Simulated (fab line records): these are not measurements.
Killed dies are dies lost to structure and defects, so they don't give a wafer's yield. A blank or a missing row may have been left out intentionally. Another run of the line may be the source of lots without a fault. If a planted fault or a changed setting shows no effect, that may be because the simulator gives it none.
Chamber matching + flow nand harc + NHARC_A_CONTACT_DEP_58 on pecvd-04 has 3 sister chambers
The step deposits SiON, target thk 90 nm. 6 wafers are shown with their chamber, then 10 later ones without.

== WAFERS WITH THEIR CHAMBER ==
| wafer  | chamber | heater power w (W) | susceptor temp C (C) |
|--------|---------|--------------------|----------------------|
| L079.3 | 0       | 681                | 399.84               |
| L083.1 | 1       | 707                | 399.89               |
| L083.2 | 2       | 849                | 399.66               |
| L083.6 | 1       | 727                | 399.89               |
| L085.2 | 2       | 844                | 400.01               |
| L085.4 | 0       | 709                | 400.07               |

== WAFERS WITH NO CHAMBER GIVEN ==
| wafer  | heater power w (W) | susceptor temp C (C) |
|--------|--------------------|----------------------|
| L085.6 | 804                | 400.09               |
| L087.1 | 681                | 400.28               |
| L087.2 | 787                | 399.99               |
| L087.5 | 696                | 400.14               |
| L089.1 | 703                | 399.92               |
| L089.4 | 742                | 400.05               |
| L089.5 | 725                | 399.96               |
| L096.1 | 836                | 400.15               |
| L096.3 | 706                | 400.13               |
| L096.4 | 717                | 399.78               |

== WHICH CHAMBER EACH WENT THROUGH ==
| wafer  | from the rows above     | in truth                   |
|--------|-------------------------|----------------------------|
| L085.6 | 2                       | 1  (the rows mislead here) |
| L087.1 | can't be placed: 0 or 1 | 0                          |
| L087.2 | can't be placed: 2 or 1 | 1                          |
| L087.5 | can't be placed: 0 or 1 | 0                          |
| L089.1 | can't be placed: 0 or 1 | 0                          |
| L089.4 | can't be placed: 1 or 0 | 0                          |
| L089.5 | can't be placed: 1 or 0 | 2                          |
| L096.1 | 2                       | 2                          |
| L096.3 | can't be placed: 0 or 1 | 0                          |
| L096.4 | can't be placed: 1 or 0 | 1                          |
Placed correctly: 1 of 10. From these rows, 8 cannot be placed; in 7 the true chamber is one of the candidates. 1 placed wrongly.
How it was worked out, from the rows above alone: a wafer's distance from a chamber is the root of the sum, over the readings, of the square of ((its reading less the chamber's mean) divided by the reading's scatter). If the next closest chamber is less than 2 further off than the closest, the wafer can't be placed; otherwise it belongs to the closest. Each chamber's mean is taken over the wafers shown for it. The scatter is the square root of a quotient: the sum, over the shown wafers, of each reading's squared deviation from its chamber's mean, divided by wafers minus chambers.
